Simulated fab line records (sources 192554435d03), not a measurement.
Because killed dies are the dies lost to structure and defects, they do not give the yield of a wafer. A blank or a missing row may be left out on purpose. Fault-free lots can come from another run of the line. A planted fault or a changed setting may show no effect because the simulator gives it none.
The tool behind it: which one? + flow n5-finfet + 10 lots with 30 wafers sampled at 2 steps, on a route of 1938 steps

## WHAT THE GAUGES SHOWED, per wafer
N5_SD_EPI_P_INSPECT_26: inspects for defects (darkfield).
| lot  | measured    | on                | raw-defect-count |
|------|-------------|-------------------|------------------|
| L172 | day 4 01:01 | defect-inspect-02 | 193 200 249      |
| L173 | day 4 06:07 | defect-inspect-02 | 198 159 167      |
| L178 | day 5 11:43 | defect-inspect-01 | 125 124 120      |
| L179 | day 5 22:57 | defect-inspect-01 | 142 166 129      |
| L180 | day 6 05:55 | defect-inspect-01 | 1474 1308 1398   |
| L181 | day 6 15:29 | defect-inspect-02 | 1512 1420 1426   |
| L189 | day 8 06:04 | defect-inspect-02 | 153 222 180      |
| L190 | day 8 13:30 | defect-inspect-02 | 200 192 170      |
| L191 | day 8 18:10 | defect-inspect-01 | 159 169 201      |
| L192 | day 9 00:43 | defect-inspect-01 | 171 165 196      |

## TOOL THAT RAN EACH LOT (tool first, then ch and the chambers of the sampled wafers, then the start)
| lot  | N5_SD_EPI_P_STRIP_50              |
|------|-----------------------------------|
| L172 | rie-diel-06 ch 1,2, day 3 21:56   |
| L173 | rie-diel-04 ch 2,3, day 4 02:13   |
| L178 | rie-diel-02 ch 0,2,3, day 5 08:40 |
| L179 | rie-diel-04 ch 0,1,2, day 5 19:03 |
| L180 | rie-diel-04 ch 0,1,2, day 6 00:53 |
| L181 | rie-diel-02 ch 1,2, day 6 10:21   |
| L189 | rie-diel-04 ch 0,2,3, day 8 02:58 |
| L190 | rie-diel-06 ch 0,2,3, day 8 09:34 |
| L191 | rie-diel-04 ch 0,2,3, day 8 15:05 |
| L192 | rie-diel-02 ch 0,2, day 8 21:39   |
- N5_SD_EPI_P_STRIP_50: strips in CHF3/O2.

## THE ANSWER, worked out from the rows above alone
Rule: what is usual is taken from the lots themselves. The widest of any qualifying gaps counts: lots, ordered by their means at a reading, are off when they make up no more than a third of the lots, leave a main group of 4 or more, and stand apart from it by 3 or more times the standard deviation of that group's means. A main group whose means are all the same, to the digits that the tables above print for the reading, isn't used. A lot without any number at a reading at which 4 lots or more have one is off too. The other lots that the step has rows for count as sound.
Off at N5_SD_EPI_P_INSPECT_26 (raw-defect-count): L180, L181. The main group has a mean of 173 with a standard deviation of 26.
A tool fits if, at a process step before that reading, it ran every lot that is off, and no sound lot after the first of them. Those tools and the gauges at N5_SD_EPI_P_INSPECT_26 are tried in the same way. Of those tried, none fits.

## WHAT THE SIMULATOR HAD PUT IN
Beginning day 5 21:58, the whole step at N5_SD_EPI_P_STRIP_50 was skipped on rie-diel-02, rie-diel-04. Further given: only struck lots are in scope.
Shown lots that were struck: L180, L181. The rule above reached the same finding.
